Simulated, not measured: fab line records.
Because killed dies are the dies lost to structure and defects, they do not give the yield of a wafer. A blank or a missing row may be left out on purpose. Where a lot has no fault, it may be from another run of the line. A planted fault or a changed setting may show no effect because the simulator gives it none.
Chamber matching    flow nandHarc    NHARC_A_STAIRCASE_STRIP_476 on rieDiel-10: 4 sister chambers
The step strips in O2, time 20 s. 24 wafers are shown with their chamber, then 12 later ones without.

WAFERS WITH THEIR CHAMBER
wafer   chamber  drypumpMotorCurrentA (A)  showerheadPlenumPTorr (Torr)  oesProductAu (a.u.)
L076.1  0        5.5                       3.63                          1.018
L076.2  1        6.7                       3.42                          1.002
L076.5  2        6.3                       3.60                          1.016
L074.1  1        6.7                       3.42                          0.999
L074.3  0        5.5                       3.63                          0.998
L074.4  2        6.2                       3.60                          1.005
L079.1  1        6.7                       3.42                          1.002
L079.3  2        6.3                       3.60                          1.008
L079.5  3        5.2                       3.39                          1.001
L084.1  1        6.7                       3.42                          0.997
L084.3  3        5.2                       3.39                          1.003
L084.6  1        6.7                       3.42                          1.007
L087.2  2        6.3                       3.59                          1.017
L087.4  3        5.2                       3.38                          0.995
L087.5  3        5.2                       3.38                          0.996
L086.2  3        5.2                       3.38                          1.000
L086.3  2        6.2                       3.59                          1.025
L086.4  1        6.7                       3.41                          1.005
L091.4  0        5.5                       3.61                          1.023
L091.5  1        6.7                       3.41                          1.006
L091.6  2        6.3                       3.59                          1.006
L093.1  2        6.3                       3.58                          1.003
L093.2  3        5.2                       3.38                          0.981
L093.3  0        5.5                       3.62                          1.014

SIGNATURES (averages over the wafers above)
reading                chamber 0  chamber 1  chamber 2  chamber 3  scatter within a chamber
drypumpMotorCurrentA   5.500      6.700      6.271      5.200      0.0267
showerheadPlenumPTorr  3.6225     3.4171     3.5929     3.3833     0.00669
oesProductAu           1.01325    1.00257    1.01143    0.99600    0.00754
Rule: a wafer's distance from a chamber is the root of the sum, over the readings, of the square of ((its reading less the chamber's mean) divided by the reading's scatter). The wafer belongs to the nearest chamber; if the next one is less than 2 further off, it can't be placed. How the scatter is found: for the shown wafers, subtract from each reading the mean of its chamber, square and add these, divide the total by (wafers less chambers), then take the root.

WAFERS WITHOUT THEIR CHAMBER
wafer   drypumpMotorCurrentA (A)  showerheadPlenumPTorr (Torr)  oesProductAu (a.u.)
L093.4  6.7                       3.41                          0.996
L093.5  6.2                       3.58                          1.003
L093.6  5.2                       3.38                          0.981
L096.4  5.2                       3.38                          0.988
L096.5  5.5                       3.61                          1.038
L096.6  6.7                       3.41                          1.000
L094.2  5.5                       3.61                          1.022
L094.3  6.7                       3.41                          1.000
L094.4  6.2                       3.58                          1.018
L097.2  6.7                       3.41                          1.000
L097.5  5.2                       3.37                          1.000
L097.6  6.7                       3.41                          1.001

WHICH CHAMBER EACH ONE RAN IN
wafer   from the rows above  in truth
L093.4  1                    1
L093.5  2                    2
L093.6  3                    3
L096.4  3                    3
L096.5  0                    0
L096.6  1                    1
L094.2  0                    0
L094.3  1                    1
L094.4  2                    2
L097.2  1                    1
L097.5  3                    3
L097.6  1                    1
Correctly placed: 12 of 12. Not placeable from these rows: 0. Wrongly placed: 0.
